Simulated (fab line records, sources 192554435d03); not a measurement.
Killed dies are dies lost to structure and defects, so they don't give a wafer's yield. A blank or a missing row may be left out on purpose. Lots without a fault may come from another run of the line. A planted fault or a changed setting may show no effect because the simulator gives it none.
Chamber matching | flow n5_finfet | N5_BEOL_M10_DEP_56 on pecvd-04: 3 sister chambers
The step deposits SiCN from 3MS/NH3, target thk 15 nm, time 26.5 s. 3 wafers are shown with their chamber, then 7 later ones without.

WAFERS WITH THEIR CHAMBER
wafer  | chamber | throttle_valve_pct (%)
L084.4 | 2       | 8.5
L089.2 | 1       | 10.3
L089.4 | 0       | 8.9

WAFERS WITHOUT THEIR CHAMBER
wafer  | throttle_valve_pct (%)
L089.6 | 10.2
L090.2 | 8.8
L090.4 | 8.6
L090.5 | 8.7
L095.2 | 8.7
L095.3 | 8.5
L095.5 | 8.3

WHICH CHAMBER EACH WENT THROUGH
wafer  | from the rows above     | in truth
L089.6 | 1                       | 1
L090.2 | can't be placed: 0 or 2 | 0
L090.4 | can't be placed: 2 or 0 | 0
L090.5 | can't be placed: 2 or 0 | 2
L095.2 | can't be placed: 2 or 0 | 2
L095.3 | 2                       | 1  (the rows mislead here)
L095.5 | 2                       | 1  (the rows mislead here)
Placed correctly: 1 of 7. Can't be placed from these rows: 4 (the true chamber is among the candidates in 4). Placed wrongly: 2.
How it was worked out, from the rows above alone: a wafer's distance from a chamber is the root of the sum, over the readings, of the square of ((its reading less the chamber's mean) divided by the reading's scatter). The wafer belongs to the nearest chamber; if the next one is less than 2 further off, it can't be placed. A chamber's mean is the mean of its shown wafers. The scatter: with one shown wafer a chamber, the root of the mean of the squares of how far each hidden wafer lies from its nearest shown one.
